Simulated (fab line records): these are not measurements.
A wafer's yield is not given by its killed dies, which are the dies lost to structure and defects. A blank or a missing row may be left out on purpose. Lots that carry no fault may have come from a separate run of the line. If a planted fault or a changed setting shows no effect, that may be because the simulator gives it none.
fab line records	flow nandHarc
record lots=13	wafers=39	lastDay=34
route steps=1302 shown P_M2@333 END@1302
lots untouched by any fault: they come from a run of this same line in which no faults occurred
startH: start of the lot's first displayed wafer, in hours after the record's first day	waitH: time in hours since the lot's previous step	" identical to the entry in the row above	L1.1+2: several wafers, shown together as one row	- no value, or no start was given	* or withheld: withheld	< > ~ a bound
route shown NAME@n: names a module that has steps shown in the file, with the first one's number in the route	usual: mean/standard deviation taken from wafers without a fault	same: alike in all rows	chamber/n: place in a boat	sites: readings site by site	_std_site: standard deviation of those values	_edge_site: inner sites' mean taken away from outer sites' mean	radiusMm: for every site, how far away it sits from the centre of the wafer	mask NAME#n: copy n	behind: tool/chamber where the wafer was last shaped	hold: reason for holding the lot/hours on hold/outcome of the hold	device: the transistor (n, p or np) that didn't switch	end of line: the tests these same wafers got at the end of their route	a step given without rows: its recipe and nothing more	killed: not the wafer's yield, but the dies lost to structure and defects at the first sort	map: dies across one wafer; x = killed, . = not, _ = none there
set.NAME: the setting that was run; set.NAME@STEP: the one run at that earlier step	model.NAME: the simulator's own value behind a step, which no gauge read
steps of the route over a sample of lots; a table a step, a row a wafer
services: from which hour (startH, from the record's first day; less than 0 if before it) a tool's chamber was out of use, for how many hours, and why
## steps
# step NHARC_P_M2_ETCH_15
# recipe targetDepthA=1825	timeS=91.2	c4f8FlowSccm=withheld	arFlowSccm=400	rfW=600	biasW=300	chemistry=C4F8/Ar
# usual biasW=299.8/1	chamberPressureMTorr=24.998/0.025	oesProductAu=0.947/0.025	rfVppV=441/3.2
lot.wafer	tool	chamber	startH	waitH	biasW	chamberPressureMTorr	oesProductAu	rfHoursCounterH	rfVppV
L729.3	rieDiel-04	1	-	-	300.2	24.969	0.917	8.8	445
L729.5	"	2	"	"	299.3	24.994	0.909	-	444
L729.6	"	3	"	"	300.0	24.996	0.922	-	446
L730.1	rieDiel-12	3	-	-	299.6	24.947	0.922	2.8	437
L730.3	"	0	"	"	297.9	24.976	0.941	3.7	437
L730.2	"	2	"	"	299.2	25.030	0.913	2.7	441
L732.2	rieDiel-12	1	-	-	300.4	24.952	0.910	5.6	437
L732.4	"	2	"	"	300.2	24.950	0.922	-	441
L732.5	"	0	"	"	299.9	24.981	0.934	-	437
L735.4	rieDiel-03	0	-	-	299.1	24.991	0.974	5.0	441
L735.3	"	1	"	"	299.2	25.020	0.973	3.2	445
L735.1	"	2	"	"	300.0	25.019	0.964	4.6	437
L736.1	rieDiel-03	0	-	-	299.9	24.975	0.967	5.2	441
L736.5	"	1	"	"	299.5	24.927	0.961	-	446
L736.6	"	2	"	"	300.5	25.010	0.977	-	436
L738.3	rieDiel-12	0	-	-	301.1	24.963	0.937	9.5	438
L738.1	"	1	"	"	298.4	25.016	0.911	8.7	438
L738.6	"	2	"	"	301.6	25.040	0.924	-	442
L745.1	rieDiel-03	3	-	-	299.6	25.025	0.971	0.2	445
L745.5	"	2	"	"	299.6	24.970	0.977	-	436
L745.6	"	3	"	"	300.1	24.990	0.973	-	443
L746.1	rieDiel-12	1	-	-	300.8	24.992	0.920	2.0	439
L746.2	"	0	"	"	298.8	24.980	0.939	2.1	437
L746.5	"	2	"	"	298.9	25.019	0.926	-	440
L747.4	rieDiel-03	3	-	-	298.1	24.976	0.957	1.7	442
L747.2	"	0	"	"	298.8	24.993	0.973	2.0	442
L747.6	"	3	"	"	298.0	25.031	0.966	-	444
L748.1	rieDiel-03	2	-	-	298.2	25.013	0.955	2.0	439
L748.3	"	3	"	"	300.6	25.009	0.982	1.8	444
L748.4	"	0	"	"	302.5	25.049	0.967	2.1	441
L749.3	rieDiel-03	2	-	-	298.4	25.030	0.924	2.1	436
L749.1	"	3	"	"	300.3	24.957	0.921	1.9	443
L749.4	"	1	"	"	299.5	25.009	0.938	2.4	445
L750.1	rieDiel-03	2	-	-	298.8	24.972	0.956	2.5	437
L750.4	"	0	"	"	300.6	24.970	0.987	2.8	441
L750.6	"	2	"	"	299.2	25.014	0.967	-	437
L751.2	rieDiel-03	3	-	-	299.8	24.997	0.937	2.8	444
L751.1	"	0	"	"	299.5	25.022	0.927	3.4	439
L751.5	"	2	"	"	298.3	24.973	0.922	-	437
# step NHARC_P_M2_ECD_22
# recipe targetThkA=4000	bathTempC=25	material=Cu
# usual bathHeatDutyPct=6.0/0.59
lot.wafer	tool	chamber	startH	waitH	bathHeatDutyPct
L729.3	ecdCu-02	1	142.16	-	6.0
L729.6	"	0	"	"	5.0
L729.5	"	1	"	"	6.2
L730.1	ecdCu-02	1	151.95	-	5.4
L730.2	"	0	"	"	5.6
L730.3	"	0	"	"	5.8
L732.2	ecdCu-02	1	176.44	-	6.3
L732.4	"	0	"	"	6.0
L732.5	"	1	"	"	6.4
L735.1	ecdCu-02	0	208.59	-	5.5
L735.3	"	0	"	"	5.2
L735.4	"	1	"	"	6.4
L736.1	ecdCu-02	0	210.81	-	6.4
L736.5	"	0	"	"	6.3
L736.6	"	1	"	"	6.8
L738.1	ecdCu-02	0	239.37	-	6.2
L738.3	"	1	"	"	7.1
L738.6	"	0	"	"	6.2
L745.1	ecdCu-02	0	303.41	-	5.9
L745.6	"	1	"	"	7.1
L745.5	"	0	"	"	6.5
L746.1	ecdCu-01	1	310.17	-	7.0
L746.2	"	0	"	"	6.0
L746.5	"	0	"	"	5.1
L747.2	ecdCu-01	1	336.03	-	5.9
L747.4	"	0	"	"	5.9
L747.6	"	1	"	"	5.5
L748.1	ecdCu-02	0	336.52	-	4.9
L748.4	"	0	"	"	5.2
L748.3	"	1	"	"	6.3
L749.1	ecdCu-02	1	342.00	-	7.1
L749.4	"	1	"	"	6.8
L749.3	"	0	"	"	6.3
L750.1	ecdCu-01	1	353.88	-	6.5
L750.4	"	1	"	"	6.0
L750.6	"	1	"	"	5.7
L751.1	ecdCu-01	0	368.37	-	4.6
L751.2	"	1	"	"	6.4
L751.5	"	0	"	"	6.4
# step NHARC_P_M2_CMP_23
# recipe tOverpolishS=20	targetThkNm=144.3
# usual motorCurrentA=12.1/1.5	timeToEndpointS=29.2/2.8
lot.wafer	tool	chamber	startH	waitH	motorCurrentA	timeToEndpointS
L729.3	cmp-04	3	142.82	-	10.2	34.1
L729.5	"	0	"	"	10.5	31.5
L729.6	"	1	"	"	13.9	32.1
L730.2	cmp-03	0	152.67	-	12.7	28.6
L730.3	"	1	"	"	11.0	30.9
L730.1	"	2	"	"	12.5	29.8
L732.4	cmp-04	0	177.19	-	10.0	31.7
L732.2	"	2	"	"	13.8	31.3
L732.5	"	0	"	"	10.1	29.4
L735.3	cmp-03	0	209.33	-	12.0	28.7
L735.4	"	1	"	"	11.4	16.5
L735.1	"	2	"	"	11.7	16.6
L736.1	cmp-03	2	211.63	-	11.4	17.4
L736.5	"	3	"	"	15.4	28.3
L736.6	"	0	"	"	12.0	29.7
L738.1	cmp-02	3	240.15	-	10.8	17.8
L738.3	"	0	"	"	12.0	26.8
L738.6	"	2	"	"	12.4	26.6
L745.1	cmp-04	1	304.11	-	13.9	29.8
L745.6	"	0	"	"	9.3	27.7
L745.5	"	1	"	"	13.6	29.0
L746.2	cmp-02	3	310.95	-	10.9	31.9
L746.1	"	0	"	"	12.7	27.3
L746.5	"	2	"	"	11.7	25.6
L747.4	cmp-03	0	336.70	-	12.7	26.6
L747.2	"	2	"	"	11.4	29.5
L747.6	"	1	"	"	10.8	28.9
L748.1	cmp-04	1	337.33	-	13.4	30.6
L748.4	"	2	"	"	12.7	29.4
L748.3	"	3	"	"	11.0	35.0
L749.4	cmp-04	1	342.73	-	13.2	27.5
L749.3	"	2	"	"	12.3	30.9
L749.1	"	3	"	"	9.9	33.0
L750.1	cmp-03	2	354.66	-	11.2	26.8
L750.4	"	3	"	"	14.5	23.5
L750.6	"	2	"	"	11.9	27.3
L751.1	cmp-04	3	369.15	-	10.8	30.1
L751.2	"	0	"	"	10.1	29.9
L751.5	"	2	"	"	12.9	26.0
# step NHARC_P_M2_THK_MEAS_24
# recipe thkMeasGauge=xrf
# usual thkNm=144.5/1.5
lot.wafer	tool	chamber	startH	waitH	thkNm
L729.3	filmMetro-02	-	143.05	-	145.8
L729.5	"	-	"	"	146.0
L729.6	"	-	"	"	144.6
L730.1	filmMetro-02	-	152.99	-	143.0
L730.2	"	-	"	"	145.0
L730.3	"	-	"	"	145.2
L732.2	filmMetro-01	-	177.47	-	146.0
L732.4	"	-	"	"	143.2
L732.5	"	-	"	"	145.3
L735.1	filmMetro-01	-	209.62	-	144.9
L735.3	"	-	"	"	147.0
L735.4	"	-	"	"	145.9
L736.1	filmMetro-01	-	211.86	-	147.3
L736.5	"	-	"	"	146.3
L736.6	"	-	"	"	146.2
L738.1	filmMetro-02	-	240.40	-	146.2
L738.3	"	-	"	"	143.0
L738.6	"	-	"	"	144.8
L745.1	filmMetro-01	-	304.40	-	143.6
L745.5	"	-	"	"	145.3
L745.6	"	-	"	"	144.6
L746.1	filmMetro-01	-	311.20	-	144.6
L746.2	"	-	"	"	143.6
L746.5	"	-	"	"	143.3
L747.2	filmMetro-01	-	337.01	-	143.8
L747.4	"	-	"	"	143.1
L747.6	"	-	"	"	143.7
L748.1	filmMetro-01	-	337.64	-	142.2
L748.3	"	-	"	"	145.2
L748.4	"	-	"	"	143.2
L749.1	filmMetro-01	-	343.05	-	146.6
L749.3	"	-	"	"	145.8
L749.4	"	-	"	"	143.6
L750.1	filmMetro-01	-	354.94	-	144.7
L750.4	"	-	"	"	142.7
L750.6	"	-	"	"	143.1
L751.1	filmMetro-02	-	369.41	-	144.5
L751.2	"	-	"	"	140.1
L751.5	"	-	"	"	143.0
# step NHARC_P_M2_INSPECT_27
# usual rawDefectCount=349/140
lot.wafer	tool	chamber	startH	waitH	rawDefectCount
L729.3	defectInspect-02	-	143.21	0.0	312
L729.5	"	-	"	"	694
L729.6	"	-	"	"	238
L730.1	defectInspect-02	-	153.15	0.0	333
L730.2	"	-	"	"	921
L730.3	"	-	"	"	398
L732.2	defectInspect-01	-	177.63	0.0	244
L732.4	"	-	"	"	325
L732.5	"	-	"	"	149
L735.1	defectInspect-01	-	209.78	0.0	187
L735.3	"	-	"	"	200
L735.4	"	-	"	"	189
L736.1	defectInspect-01	-	212.01	0.0	486
L736.5	"	-	"	"	453
L736.6	"	-	"	"	481
L738.1	defectInspect-01	-	240.56	0.0	415
L738.3	"	-	"	"	336
L738.6	"	-	"	"	633
L745.1	defectInspect-01	-	304.55	0.0	272
L745.5	"	-	"	"	202
L745.6	"	-	"	"	285
L746.1	defectInspect-02	-	311.36	0.0	293
L746.2	"	-	"	"	271
L746.5	"	-	"	"	214
L747.2	defectInspect-02	-	337.17	0.0	269
L747.4	"	-	"	"	275
L747.6	"	-	"	"	276
L748.1	defectInspect-01	-	337.79	0.0	276
L748.3	"	-	"	"	387
L748.4	"	-	"	"	391
L749.1	defectInspect-02	-	343.20	0.0	550
L749.3	"	-	"	"	361
L749.4	"	-	"	"	541
L750.1	defectInspect-02	-	355.10	0.0	326
L750.4	"	-	"	"	625
L750.6	"	-	"	"	197
L751.1	defectInspect-02	-	369.56	0.0	495
L751.2	"	-	"	"	602
L751.5	"	-	"	"	337
# step NHARC_END_SORT_01
# recipe tempC=25
# usual defectLimitedYield=91.2/2.6	killedAtArray=55/17	killedAtOther=1.1/1.6	killedAtPeriphery=3.8/2.5	killedDies=60/18	killedOpen=3.3/1.9	killedShort=2.5/1.7
# same grossDies=677
lot.wafer	tool	chamber	startH	waitH	defectLimitedYield[%]	killedAtArray	killedAtOther	killedAtPeriphery	killedDies	killedOpen	killedShort
L736.1	prober-01	0	624.48	2.5	93.6	39	0	4	43	4	5
L736.5	prober-01	0	627.64	3.7	94.4	36	0	2	38	3	1
L736.6	prober-01	0	628.43	4.0	93.8	39	0	3	42	0	4
L735.1	prober-01	0	659.74	2.5	86.1	92	0	2	94	2	0
L735.3	prober-01	0	661.37	3.1	86.4	82	3	7	92	3	1
L735.4	prober-01	0	662.19	3.4	88.2	77	0	3	80	5	3
L738.1	prober-01	0	667.65	2.5	89.8	61	1	7	69	7	5
L738.3	prober-01	0	669.27	3.1	93.8	36	1	5	42	2	3
L738.6	prober-01	0	671.70	4.0	91.6	46	3	8	57	4	2
L750.1	prober-01	0	800.45	2.5	92.3	49	0	3	52	3	2
L750.4	prober-01	0	802.80	3.3	90.8	61	0	1	62	3	3
L750.6	prober-01	0	804.36	3.9	89.4	65	1	6	72	4	3
# killed by level:class
L736.1 A_CHANNEL_HOLE_D2:chamberFilmFlake=18 A_CHANNEL_HOLE_D1:chamberFilmFlake=3 A_STAIRCASE:chamberFilmFlake=3 A_CONTACT:chamberFilmFlake=2 A_M1:chamberFilmFlake=2 P_M0:geometricParticle:open=1 P_M1:geometricParticle:open=1 A_SOURCE_PLATE:geometricParticle:short=1
L736.5 A_CHANNEL_HOLE_D2:chamberFilmFlake=9 A_CONTACT:chamberFilmFlake=7 A_CHANNEL_HOLE_D1:chamberFilmFlake=6 A_M1:chamberFilmFlake=4 A_STAIRCASE:chamberFilmFlake=2 A_SLIT:chamberFilmFlake=2 P_M0:geometricParticle:open=1 P_M1:geometricParticle:open=1
L736.6 A_CHANNEL_HOLE_D2:chamberFilmFlake=8 A_CONTACT:chamberFilmFlake=8 A_CHANNEL_HOLE_D1:chamberFilmFlake=7 A_M1:chamberFilmFlake=5 A_BLC:chamberFilmFlake=3 A_STAIRCASE:chamberFilmFlake=2 A_SLIT:chamberFilmFlake=2 P_CONTACT:geometricParticle:short=1
L735.1 A_CHANNEL_HOLE_D1:chamberFilmFlake=36 A_SLIT:chamberFilmFlake=34 A_STAIRCASE:chamberFilmFlake=9 A_CHANNEL_HOLE_D2:chamberFilmFlake=8 A_CONTACT:chamberFilmFlake=3 P_GATE:chamberFilmFlake=2 A_STAIRCASE:geometricParticle:open=1 A_CONTACT:geometricParticle:open=1
L735.3 A_CHANNEL_HOLE_D1:chamberFilmFlake=34 A_SLIT:chamberFilmFlake=24 A_CHANNEL_HOLE_D2:chamberFilmFlake=10 A_CONTACT:chamberFilmFlake=7 A_STAIRCASE:chamberFilmFlake=5 THIN_TSV:chamberFilmFlake=3 P_ZERO_WELL:chamberFilmFlake=2 P_GATE:chamberFilmFlake=2
L735.4 A_CHANNEL_HOLE_D1:chamberFilmFlake=42 A_SLIT:chamberFilmFlake=12 A_CHANNEL_HOLE_D2:chamberFilmFlake=9 A_STAIRCASE:chamberFilmFlake=3 A_CONTACT:chamberFilmFlake=3 P_M0:geometricParticle:short=1 P_M1:geometricParticle:open=1 A_SOURCE_PLATE:geometricParticle:open=1
L738.1 A_SLIT:chamberFilmFlake=23 A_CHANNEL_HOLE_D2:chamberFilmFlake=18 A_CONTACT:chamberFilmFlake=4 P_M0:geometricParticle:short=2 A_ONON_D2:geometricParticle:open=2 A_M0:geometricParticle:open=2 P_M1:chamberFilmFlake=2 A_CHANNEL_HOLE_D1:chamberFilmFlake=2
L738.3 A_SLIT:chamberFilmFlake=16 A_CONTACT:chamberFilmFlake=6 A_CHANNEL_HOLE_D2:chamberFilmFlake=4 P_GATE:chamberFilmFlake=3 A_CHANNEL_HOLE_D1:chamberFilmFlake=3 A_WL_FILL:geometricParticle:short=2 A_STAIRCASE:chamberFilmFlake=2 P_M0:geometricParticle:short=1
L738.6 A_SLIT:chamberFilmFlake=28 A_CHANNEL_HOLE_D2:chamberFilmFlake=8 P_GATE:chamberFilmFlake=5 A_CONTACT:chamberFilmFlake=3 P_M1:chamberFilmFlake=2 A_DECK1_JOINT:chamberFilmFlake=2 THIN_TSV:chamberFilmFlake=2 P_M0:geometricParticle:open=1
L750.1 A_SLIT:chamberFilmFlake=21 A_CHANNEL_HOLE_D1:chamberFilmFlake=12 A_CONTACT:chamberFilmFlake=6 A_DECK1_JOINT:chamberFilmFlake=3 P_GATE:chamberFilmFlake=2 P_M2:geometricParticle:open=1 A_ONON_D1:geometricParticle:open=1 A_ONON_D1:geometricParticle:short=1
L750.4 A_SLIT:chamberFilmFlake=36 A_CHANNEL_HOLE_D1:chamberFilmFlake=10 A_CONTACT:chamberFilmFlake=8 A_ONON_D2:geometricParticle:short=2 A_ONON_D2:geometricParticle:open=1 A_CHANNEL_FILL_D2:geometricParticle:short=1 A_CONTACT:geometricParticle:open=1 A_BLC:geometricParticle:open=1
L750.6 A_SLIT:chamberFilmFlake=30 A_CONTACT:chamberFilmFlake=15 A_CHANNEL_HOLE_D1:chamberFilmFlake=10 P_GATE:chamberFilmFlake=5 A_ZERO_WELL:chamberFilmFlake=2 P_M0:geometricParticle:short=1 A_SOURCE_PLATE:geometricParticle:open=1 A_ONON_D1:geometricParticle:open=1
## services
tool	chamber	startH	hours	kind
rieDiel-03	1	118.85	6.8	repair
rieDiel-12	3	135.05	6.8	repair
ecdCu-01	-	160.18	8.0	pm
cmp-03	-	162.24	4.0	pm
rieDiel-12	3	174.38	8.2	repair
ecdCu-01	-	181.33	7.1	repair
cmp-04	-	188.89	3.3	repair
rieDiel-03	1	193.36	5.2	repair
cmp-04	-	209.06	4.0	pm
cmp-04	-	221.55	3.4	repair
rieDiel-03	0	236.72	1.6	repair
ecdCu-02	-	244.00	8.0	pm
cmp-03	-	251.07	0.3	repair
cmp-03	-	254.62	0.5	repair
cmp-03	-	260.24	4.0	pm
rieDiel-12	-	268.40	9.0	pm
rieDiel-03	-	281.30	9.0	pm
cmp-04	-	307.06	4.0	pm
cmp-03	-	323.78	0.7	repair
cmp-03	-	324.64	1.0	repair
ecdCu-01	-	336.28	8.0	pm
cmp-03	-	348.35	0.9	repair
cmp-03	-	356.56	0.2	repair
cmp-03	-	358.24	4.0	pm
## key
firstSign step=NHARC_P_M2_CMP_23	reading=timeToEndpointS	direction=down	sigmas=4.4	usual=*	struck=*
effect none on later readings
metAt NHARC_P_M2_ECD_22
struckLots L735,L736,L738
struckWafers L735.1,L735.4,L736.1,L738.1
notActingAt NHARC_P_M2_ETCH_15,NHARC_P_M2_THK_MEAS_24,NHARC_P_M2_INSPECT_27
onsetBetween 176.44 208.59
fault kind=processParameterDrift	tool=ecdCu-02	chamber=-	onsetH=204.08	steps=NHARC_P_M2_ECD_22	channel=targetThkA	offset=*	shape=step	endH=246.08	scope=struckWafersOnly	actsIn=*	stated=*
